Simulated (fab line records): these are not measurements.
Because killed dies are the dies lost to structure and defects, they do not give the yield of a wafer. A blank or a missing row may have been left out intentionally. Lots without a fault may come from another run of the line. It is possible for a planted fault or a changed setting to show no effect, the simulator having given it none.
Split-lot trial :: flow n5 finfet :: route with 1938 steps; 7 lots, 21 wafers read

## SPLIT DETAILS
At N5_GATE_CUT_ETCH_56 (etches TiN in Cl2/Ar, target depth 21.6 nm), the setting icp w was moved away from the recipe's 600 W on 8 of the 21 wafers read, by -17.8% to +12.6%. All remaining wafers had this setting at the recipe value.

Reading taken at the split's own step.

## THE READING
etch.depth nm (the simulator's own value, which no gauge read), in nm, at N5_GATE_CUT_ETCH_56 (etches TiN in Cl2/Ar, target depth 21.6 nm). No usual value for it is given in the file. Across the 13 wafers here that went through the recipe, the average is 21.59 nm and the standard deviation 0.37 nm.

wafer: L074.1
tool, chamber at the split: rie metal-03, 0
icp w as run, W: 517.1
against the recipe: -13.8%
etch.depth nm, nm: 18.96
against lot-mates on the recipe: -2.75

wafer: L074.3
tool, chamber at the split: rie metal-03, 0
icp w as run, W: 600
against the recipe: recipe
etch.depth nm, nm: 21.71
against lot-mates on the recipe: -

wafer: L074.5
tool, chamber at the split: rie metal-03, 0
icp w as run, W: 517.1
against the recipe: -13.8%
etch.depth nm, nm: 19.01
against lot-mates on the recipe: -2.70

wafer: L078.2
tool, chamber at the split: rie metal-03, 0
icp w as run, W: 600
against the recipe: recipe
etch.depth nm, nm: 21.82
against lot-mates on the recipe: -

wafer: L078.3
tool, chamber at the split: rie metal-03, 1
icp w as run, W: 600
against the recipe: recipe
etch.depth nm, nm: 21.86
against lot-mates on the recipe: -

wafer: L078.6
tool, chamber at the split: rie metal-03, 1
icp w as run, W: 600
against the recipe: recipe
etch.depth nm, nm: 21.7
against lot-mates on the recipe: -

wafer: L086.2
tool, chamber at the split: rie metal-03, 0
icp w as run, W: 600
against the recipe: recipe
etch.depth nm, nm: 21.63
against lot-mates on the recipe: -

wafer: L086.4
tool, chamber at the split: rie metal-03, 0
icp w as run, W: 600
against the recipe: recipe
etch.depth nm, nm: 21.92
against lot-mates on the recipe: -

wafer: L086.6
tool, chamber at the split: rie metal-03, 0
icp w as run, W: 493.2
against the recipe: -17.8%
etch.depth nm, nm: 18.43
against lot-mates on the recipe: -3.34

wafer: L088.3
tool, chamber at the split: rie metal-03, 1
icp w as run, W: 558.8
against the recipe: -6.9%
etch.depth nm, nm: 20.57
against lot-mates on the recipe: -1.25

wafer: L088.5
tool, chamber at the split: rie metal-03, 0
icp w as run, W: 600
against the recipe: recipe
etch.depth nm, nm: 21.68
against lot-mates on the recipe: -

wafer: L088.6
tool, chamber at the split: rie metal-03, 1
icp w as run, W: 600
against the recipe: recipe
etch.depth nm, nm: 21.96
against lot-mates on the recipe: -

wafer: L090.2
tool, chamber at the split: rie metal-03, 1
icp w as run, W: 537.9
against the recipe: -10.4%
etch.depth nm, nm: 19.88
against lot-mates on the recipe: -1.73

wafer: L090.4
tool, chamber at the split: rie metal-03, 0
icp w as run, W: 600
against the recipe: recipe
etch.depth nm, nm: 21.46
against lot-mates on the recipe: -

wafer: L090.6
tool, chamber at the split: rie metal-03, 1
icp w as run, W: 600
against the recipe: recipe
etch.depth nm, nm: 21.75
against lot-mates on the recipe: -

wafer: L091.2
tool, chamber at the split: rie metal-03, 0
icp w as run, W: 600
against the recipe: recipe
etch.depth nm, nm: 21.68
against lot-mates on the recipe: -

wafer: L091.4
tool, chamber at the split: rie metal-03, 1
icp w as run, W: 674.9
against the recipe: +12.5%
etch.depth nm, nm: 23.89
against lot-mates on the recipe: +2.21

wafer: L091.6
tool, chamber at the split: rie metal-03, 1
icp w as run, W: 674.9
against the recipe: +12.5%
etch.depth nm, nm: 23.74
against lot-mates on the recipe: +2.06

wafer: L095.1
tool, chamber at the split: rie metal-01, 0
icp w as run, W: 675.8
against the recipe: +12.6%
etch.depth nm, nm: 23.26
against lot-mates on the recipe: +2.49

wafer: L095.3
tool, chamber at the split: rie metal-01, 0
icp w as run, W: 600
against the recipe: recipe
etch.depth nm, nm: 20.73
against lot-mates on the recipe: -

wafer: L095.5
tool, chamber at the split: rie metal-01, 0
icp w as run, W: 600
against the recipe: recipe
etch.depth nm, nm: 20.81
against lot-mates on the recipe: -

THE FIT
A straight line over all 21 wafers: etch.depth nm changes by +0.173 nm for each +1% of icp w; r = +0.97; the points scatter about the line by 0.34 nm.
The same after taking each lot's own level away (the mean of its wafers on the recipe; 21 wafers): +0.185 nm for each +1%; r = +1.00; scatter 0.13 nm.
On that fit, the largest move of icp w shifts the reading by 3.3 nm.
From 20.770 to 21.820 nm: that is the span of the lots' own levels, equal to 2.8 times the standard deviation above.
So the lot-to-lot level changes the slope little: the two slopes agree.
Check: -3.31 nm against its lot-mates is what the line predicts for one of the wafers moved furthest among these (-17.8%) when that wafer is left out of the fit. Against them it came out at -3.34 nm.

## OTHER SPLITS ON THESE WAFERS
These wafers also went through other splits before the reading. Each is held against what the fit with the lots' levels taken away leaves over:
other split on the same wafers: N5_SD_EPI_P_EPI_21 epi growth time s
wafers away from the commonest value: 6
r with etch.depth nm (lot level and that fit taken away): +0.08

## THE FILE'S OWN FIT
etch.depth nm changes by +0.186 nm for each +1% of icp w, r = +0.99.
